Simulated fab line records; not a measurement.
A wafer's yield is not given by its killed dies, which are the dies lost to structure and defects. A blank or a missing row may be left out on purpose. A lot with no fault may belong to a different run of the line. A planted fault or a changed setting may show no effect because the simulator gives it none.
Chamber matching | flow n5_finfet | N5_BEOL_M5_CO_CAP_78 on cvd_co-02 has 3 sister chambers
The step material Co, precursor CCTBA/H2, target thk 2 nm, time 102.1 s. 6 wafers are shown with their chamber, then 12 later ones without.

## EACH WAFER AND ITS CHAMBER
wafer  | chamber | heater_power_w (W) | heater_power_outer_w (W)
L076.6 | 2       | 227                | 119
L078.5 | 2       | 224                | 115
L087.3 | 1       | 318                | 159
L086.4 | 0       | 256                | 131
L086.5 | 0       | 249                | 130
L086.6 | 1       | 320                | 153

## WAFERS WHOSE CHAMBER IS MISSING
wafer  | heater_power_w (W) | heater_power_outer_w (W)
L091.1 | 261                | 128
L091.3 | 228                | 116
L091.6 | 254                | 129
L092.3 | 252                | 127
L092.5 | 313                | 162
L092.6 | 223                | 118
L094.1 | 256                | 131
L094.5 | 309                | 155
L094.6 | 228                | 119
L097.2 | 233                | 119
L097.3 | 253                | 129
L097.5 | 316                | 157

## THE CHAMBER EACH PASSED THROUGH
wafer  | from the rows above | in truth
L091.1 | 0                   | 0
L091.3 | 2                   | 2
L091.6 | 0                   | 0
L092.3 | 0                   | 0
L092.5 | 1                   | 1
L092.6 | 2                   | 2
L094.1 | 0                   | 0
L094.5 | 1                   | 1
L094.6 | 2                   | 2
L097.2 | 2                   | 2
L097.3 | 0                   | 0
L097.5 | 1                   | 1
Correct placement for 12 of the 12. Can't be placed from these rows: 0. Wrongly placed: 0.
How it was worked out, from the rows above alone: a wafer's distance from a chamber is the root of the sum, over the readings, of the square of ((its reading less the chamber's mean) divided by the reading's scatter). The wafer belongs to the nearest chamber; if the next one is less than 2 further off, it can't be placed. A chamber's mean is the mean of its shown wafers. The scatter: take each reading less its chamber's mean, square it, sum over the shown wafers, divide by the number of wafers less the number of chambers, and take the root.
